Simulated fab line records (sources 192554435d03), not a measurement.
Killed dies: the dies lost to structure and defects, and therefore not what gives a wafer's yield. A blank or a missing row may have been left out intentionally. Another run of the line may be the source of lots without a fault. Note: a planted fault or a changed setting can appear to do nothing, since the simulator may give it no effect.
A struck lot beside a sound one -- flow n5Finfet -- 16 steps out of a route of 1938
Sound: wafers L563.3, L563.4, L563.5. The struck wafers were L566.1, L566.3, L566.5. The cause comes at the end.
At each step with rows: each side's tool, then ch and its chambers, then its first start. Under that, the readings that differ: sound wafers -- struck wafers -- difference of the means -- sigmas: that difference in standard deviations of wafers without a fault.
alike: a reading whose means differ by less than 2 such deviations, as well as words and numbers matching on both sides. not compared: withheld readings; readings where some wafer has no value; bounds like >300 that might hide an equal value; numbers whose values overlap and for which the record gives no deviation.
The two part at a step that has a row with sigmas, a row that says differs or no value, or rows on one side only. Numbers that don't overlap but have no deviation are shown without sigmas and don't part them. Lack of a reading on every wafer of one side parts them only where that side has two or more wafers.

N5_BEOL_M1_SPUTTER_81: material Cu, target thk 4.5 nm, time 8.29 s.
  sound: pvdSputter-02 at day 9 07:07; struck: pvdSputter-03 at day 10 06:25
  alike: chamberPressurePa, chuckGasFlowSccm, throttleValvePct
N5_BEOL_M1_ANNEAL_82: time 240 s.
  sound: pvdSputter-02 at day 9 07:12; struck: pvdSputter-03 at day 10 06:29
  alike: heaterPowerW
then, 1 step without rows for these wafers: N5_BEOL_M1_SPUTTER_86 (material Cu, target thk 4.5 nm, time 8.29 s).
N5_BEOL_M1_ANNEAL_87: time 240 s.
  sound: pvdSputter-02 at day 9 07:25; struck: pvdSputter-03 at day 10 06:43
  alike: heaterPowerW
then, 4 steps without rows for these wafers: N5_BEOL_M1_SPUTTER_88 (material Cu, target thk 4.5 nm, time 8.29 s); N5_BEOL_M1_ANNEAL_89 (time 240 s); N5_BEOL_M1_SPUTTER_90 (material Cu, target thk 4.5 nm, time 8.29 s); N5_BEOL_M1_ANNEAL_91 (time 240 s).
N5_BEOL_M1_SPUTTER_92: material Cu, target thk 4.5 nm, time 8.29 s.
  sound: pvdSputter-02 at day 9 08:00; struck: pvdSputter-03 at day 10 07:17
  alike: chamberPressurePa, chuckGasFlowSccm, throttleValvePct
then, 2 steps without rows for these wafers: N5_BEOL_M1_ANNEAL_93 (time 240 s); N5_BEOL_M1_SPUTTER_94 (material Cu, target thk 4.5 nm, time 8.29 s).
N5_BEOL_M1_ANNEAL_95: time 240 s.
  sound: pvdSputter-02 at day 9 08:18; struck: pvdSputter-03 at day 10 07:35
  alike: heaterPowerW
N5_BEOL_M1_SPUTTER_96: material Cu, target thk 4.5 nm, time 8.29 s.
  sound: pvdSputter-02 at day 9 08:26; struck: pvdSputter-03 at day 10 07:44
  no value came back on the struck wafers for chamberPressurePa (Pa), chuckGasFlowSccm (sccm), throttleValvePct (%); on the sound wafers chamberPressurePa (Pa) reads 0.06996 0.07008 0.07007
then, 1 step without rows for these wafers: N5_BEOL_M1_ECD_50 (material Cu, target thk 300 nm).
N5_BEOL_M4_RC_MEAS_101:
  sound on prober-01 ch 0, day 10 20:41; struck on prober-02 ch 0, day 12 06:04
  alike: DIBL_N, DIBL_P, IOFF_N, IOFF_P, ION_N, ION_P, SS_N, SS_P, VT_N, VT_P
-- a jump in the record: the struck wafers' starts before and after are 4 days apart (it breaks off in module BEOL_M4 and resumes in module PASSIVATION, where the first step shown is number 1936 of the route) --
N5_PASSIVATION_PROBE_49:
  sound: prober-02 at day 15 01:11; struck: prober-01 at day 16 16:11
  alike: defectLimitedYield, killed_at_M0_to_M3, killed_at_M4_up, killedAtContacts, killedAtFrontEnd, killedAtOther, killedDies, killedOpen, killedShort, sort_bin_5_function, sort_bin_6_memory, sortNPass, sortYieldPct

WHERE THEY PART
Only at N5_BEOL_M1_SPUTTER_96, as far as this record shows. Later steps at which nothing parts them and some readings are alike: N5_BEOL_M4_RC_MEAS_101, N5_PASSIVATION_PROBE_49.

WHY: the cause the simulator had injected
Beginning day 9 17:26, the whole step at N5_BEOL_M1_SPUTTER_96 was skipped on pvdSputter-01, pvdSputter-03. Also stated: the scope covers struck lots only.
